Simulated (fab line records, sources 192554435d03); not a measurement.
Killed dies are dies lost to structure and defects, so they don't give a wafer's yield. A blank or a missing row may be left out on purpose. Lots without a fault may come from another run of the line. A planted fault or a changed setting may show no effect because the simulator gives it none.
Which tool did it? | flow n5_finfet | 10 lots, 30 wafers sampled, at 6 steps of a route of 1938

WHAT THE GAUGES READ, wafer by wafer
N5_SD_EPI_P_CD_MEAS_09: target cd 240 nm. Usual: cd_nm 239.8 nm, standard deviation 0.71.
lot  | measured    | on        | cd_nm (nm)        | flag
L831 | day 3 09:55 | cd_sem-02 | 239.9 239.8 239.5 |
L832 | day 3 19:34 | cd_sem-01 | 241.4 239.9 239.2 |
L836 | day 4 20:57 | cd_sem-02 | 239.5 239.0 238.2 |
L839 | day 5 12:13 | cd_sem-03 | 239.7 240.4 240.5 |
L847 | day 7 13:02 | cd_sem-01 | 240.3 240.4 239.4 |
L849 | day 8 00:41 | cd_sem-02 | 239.9 240.2 240.0 |
L848 | day 8 05:07 | cd_sem-02 | 240.0 239.9 240.4 |
L851 | day 8 12:19 | cd_sem-02 | 240.0 240.0 239.8 |
L852 | day 8 17:34 | cd_sem-02 | 239.4 239.8 238.4 |
L853 | day 9 01:06 | cd_sem-03 | 240.3 239.7 240.3 |

N5_SD_EPI_P_EPI_MEAS_23. Usual: thk_nm 61.0 nm, standard deviation 1.3.
lot  | measured    | on            | thk_nm (nm)    | flag
L831 | day 3 13:36 | film_metro-02 | 63.1 60.1 61.7 |
L832 | day 4 00:02 | film_metro-01 | 61.1 60.2 61.1 |
L836 | day 5 00:37 | film_metro-02 | 61.3 61.2 61.2 |
L839 | day 5 16:41 | film_metro-02 | 59.0 59.3 59.4 |
L847 | day 7 16:40 | film_metro-01 | 60.0 63.1 62.8 |
L849 | day 8 05:10 | film_metro-01 | 60.7 62.5 63.4 |
L848 | day 8 09:20 | film_metro-01 | 61.9 64.3 63.4 |
L851 | day 8 17:14 | film_metro-02 | 59.4 60.1 61.4 |
L852 | day 8 21:13 | film_metro-02 | 61.3 60.9 62.3 |
L853 | day 9 05:34 | film_metro-02 | 61.2 60.3 60.9 |

N5_SD_EPI_P_INSPECT_26: inspects for defects (darkfield). Usual: raw_defect_count 180, standard deviation 39.
lot  | measured    | on                | raw_defect_count | flag
L831 | day 3 13:47 | defect_inspect-01 | 214 165 164      |
L832 | day 4 00:12 | defect_inspect-02 | 169 162 173      |
L836 | day 5 00:47 | defect_inspect-01 | 174 165 179      |
L839 | day 5 16:52 | defect_inspect-02 | 188 221 181      |
L847 | day 7 16:50 | defect_inspect-02 | 1207 1100 1199   | OFF
L849 | day 8 05:20 | defect_inspect-02 | 148 182 208      |
L848 | day 8 09:31 | defect_inspect-01 | 1295 1229 1298   | OFF
L851 | day 8 17:25 | defect_inspect-01 | 135 124 197      |
L852 | day 8 21:24 | defect_inspect-01 | 142 167 141      |
L853 | day 9 05:46 | defect_inspect-02 | 102 214 171      |

N5_ILD0_THK_MEAS_04. Usual: thk_nm 197.6 nm, standard deviation 1.1.
lot  | measured    | on            | thk_nm (nm)       | flag
L831 | day 3 17:22 | film_metro-01 | 197.2 198.1 198.4 |
L832 | day 4 03:40 | film_metro-01 | 198.9 199.6 197.8 |
L836 | day 5 04:28 | film_metro-01 | 197.5 198.5 197.1 |
L839 | day 5 20:38 | film_metro-01 | 199.1 196.8 198.2 |
L847 | day 7 20:17 | film_metro-02 | 197.8 195.4 197.7 |
L849 | day 8 08:49 | film_metro-02 | 196.8 198.4 198.8 |
L848 | day 8 14:28 | film_metro-01 | 196.9 199.7 198.2 |
L851 | day 8 22:09 | film_metro-01 | 195.7 197.5 197.5 |
L852 | day 9 02:44 | film_metro-02 | 196.8 199.2 199.4 |
L853 | day 9 09:34 | film_metro-02 | 195.4 196.4 197.9 |

N5_BEOL_M4_RC_MEAS_101. Usual: DIBL_N 36.2 mV/V, standard deviation 1.6; DIBL_P 36.5 mV/V, standard deviation 1.9; IOFF_N 0.158 nA/um, standard deviation 0.027; IOFF_P 0.21 nA/um, standard deviation 0.038; ION_N 675 uA/um, standard deviation 12; ION_P 464 uA/um, standard deviation 8.9; SS_N 71.5 mV/dec, standard deviation 0.61; SS_P 73.4 mV/dec, standard deviation 0.59; VT_N 250.4 mV, standard deviation 3; VT_P -250 mV, standard deviation 3.6.
lot  | measured     | on        | DIBL_N (mV/V)  | DIBL_P (mV/V)  | IOFF_N (nA/um)    | IOFF_P (nA/um) | ION_N (uA/um) | ION_P (uA/um) | SS_N (mV/dec)  | SS_P (mV/dec)  | VT_N (mV)         | VT_P (mV)      | flag
L831 | day 7 20:24  | prober-01 | 37.7 36.3 38.5 | 38.5 36.5 39.0 | 0.175 0.146 0.194 | 0.26 0.22 0.27 | 683 676 683   | 474 472 468   | 72.3 71.1 72.0 | 74.0 73.0 74.1 | 251.0 251.9 247.4 | -247 -250 -245 |
L832 | day 8 02:20  | prober-01 | 35.1 34.4 34.1 | 35.1 34.7 33.3 | 0.140 0.130 0.114 | 0.18 0.18 0.16 | 670 663 656   | 458 461 449   | 71.4 70.9 71.2 | 73.4 73.1 72.0 | 250.7 255.0 254.7 | -254 -254 -255 |
L836 | day 9 10:29  | prober-01 | 37.8 38.4 39.3 | 37.8 38.4 39.3 | 0.168 0.180 0.192 | 0.21 0.22 0.24 | 684 689 680   | 461 461 463   | 72.0 71.5 71.3 | 73.6 74.4 74.3 | 253.7 249.0 251.1 | -250 -250 -253 |
L839 | day 10 02:59 | prober-02 | 37.6 35.8 35.6 | 38.5 37.4 37.4 | 0.184 0.158 0.165 | 0.24 0.22 0.22 | 698 686 696   | 475 467 477   | 72.1 71.1 71.1 | 73.9 73.5 73.4 | 245.7 250.7 247.4 | -249 -249 -248 |
L847 | day 12 15:55 | prober-01 | 36.6 37.2 35.2 | 37.1 37.6 36.7 | 0.172 0.176 0.142 | 0.21 0.22 0.20 | 666 669 673   | 463 458 462   | 72.4 72.7 71.5 | 72.5 74.3 73.6 | 249.4 250.6 252.4 | -252 -252 -253 |
L849 | day 12 12:52 | prober-01 | 37.6 35.3 34.3 | 39.8 38.0 36.5 | 0.205 0.153 0.132 | 0.24 0.21 0.18 | 676 669 658   | 460 462 459   | 72.9 71.9 71.9 | 74.1 74.0 73.4 | 246.6 252.0 253.2 | -249 -251 -253 |
L848 | day 12 17:14 | prober-01 | 35.9 37.0 38.6 | 35.2 37.2 40.1 | 0.144 0.162 0.212 | 0.20 0.23 0.30 | 699 691 705   | 475 467 488   | 71.7 71.6 72.1 | 73.5 74.1 74.0 | 248.9 248.4 245.7 | -250 -251 -242 |
L851 | day 13 14:35 | prober-02 | 35.7 36.8 35.6 | 35.7 38.1 36.5 | 0.158 0.175 0.165 | 0.18 0.23 0.20 | 677 666 677   | 459 457 468   | 71.2 71.6 71.4 | 72.7 73.8 72.8 | 248.8 247.5 248.2 | -254 -250 -251 |
L852 | day 14 08:34 | prober-02 | 35.0 34.2 32.9 | 34.8 34.5 33.3 | 0.149 0.141 0.116 | 0.22 0.22 0.19 | 664 686 666   | 463 482 469   | 71.1 70.4 71.3 | 72.8 73.0 73.1 | 250.4 249.9 252.7 | -248 -248 -251 |
L853 | day 14 01:01 | prober-01 | 38.4 36.2 36.0 | 38.9 36.3 35.3 | 0.223 0.157 0.158 | 0.30 0.23 0.21 | 690 666 675   | 478 461 461   | 73.0 71.9 71.6 | 74.6 73.7 72.9 | 246.9 252.2 252.8 | -245 -248 -252 |

WHICH TOOL RAN EACH LOT (tool, then ch and the chambers of the sampled wafers, then the start)
lot  | N5_SD_EPI_P_PRECLEAN_51
L831 | epi_rpcvd-02 ch 0, day 3 11:02
L832 | epi_rpcvd-01 ch 0, day 3 20:40
L836 | epi_rpcvd-03 ch 0, day 4 22:04
L839 | epi_rpcvd-01 ch 0, day 5 13:17
L847 | epi_rpcvd-01 ch 0, day 7 14:10
L849 | epi_rpcvd-03 ch 0, day 8 01:48
L848 | epi_rpcvd-01 ch 0, day 8 06:47
L851 | epi_rpcvd-03 ch 0, day 8 13:51
L852 | epi_rpcvd-02 ch 0, day 8 18:39
L853 | epi_rpcvd-03 ch 0, day 9 02:10
- N5_SD_EPI_P_PRECLEAN_51: cleans in NF3:NH3, afs cycles 1, time 20 s, sublimation time 60 s.

WHAT THE TOOLS THEMSELVES READ (means of the sampled wafers that have a number; where no wafer has one, the mark that the record gives instead)
N5_SD_EPI_P_PRECLEAN_51. Usual: sublimation_temp_c 180.00 C, standard deviation 0.14.
lot  | tool         | sublimation_temp_c (C) | flag
L831 | epi_rpcvd-02 | 179.85                 |
L832 | epi_rpcvd-01 | 179.97                 |
L836 | epi_rpcvd-03 | 180.18                 |
L839 | epi_rpcvd-01 | 180.15                 |
L847 | epi_rpcvd-01 | 180.06                 |
L849 | epi_rpcvd-03 | 179.94                 |
L848 | epi_rpcvd-01 | 180.05                 |
L851 | epi_rpcvd-03 | 179.84                 |
L852 | epi_rpcvd-02 | 179.97                 |
L853 | epi_rpcvd-03 | 180.03                 |

THE ANSWER, worked out from the rows above alone
Rule: a lot is off if the mean of its wafers that have a number lies more than 3 standard deviations from the usual mean. A lot without any number at a reading at which 4 lots or more have one is off too. The other lots that the step has rows for count as sound. The gauges are gone through in route order, then the tools' own readings, and for those a lot's mean is taken as printed above. The first step at which some lot is off is used, and at that step the reading that is off furthest; a lot without a number counts as furthest.
Off: L847, L848, at N5_SD_EPI_P_INSPECT_26 (raw_defect_count).
A tool fits if, at a process step before that reading, it ran every lot that is off, and no sound lot after the first of them. The gauges at N5_SD_EPI_P_INSPECT_26 are tried like those tools. One fits: epi_rpcvd-01 at N5_SD_EPI_P_PRECLEAN_51. Its last sound lot is L839 (day 5 13:17), its first lot that is off L847 (day 7 14:10): a fault that began between those two fits.

WHAT THE SIMULATOR HAD PUT IN
Chamber particle source: epi_rpcvd-01, from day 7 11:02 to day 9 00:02, at N5_SD_EPI_P_PRECLEAN_51. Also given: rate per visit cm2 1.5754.
Lots struck among those shown: L847, L848. The rule above found the same.
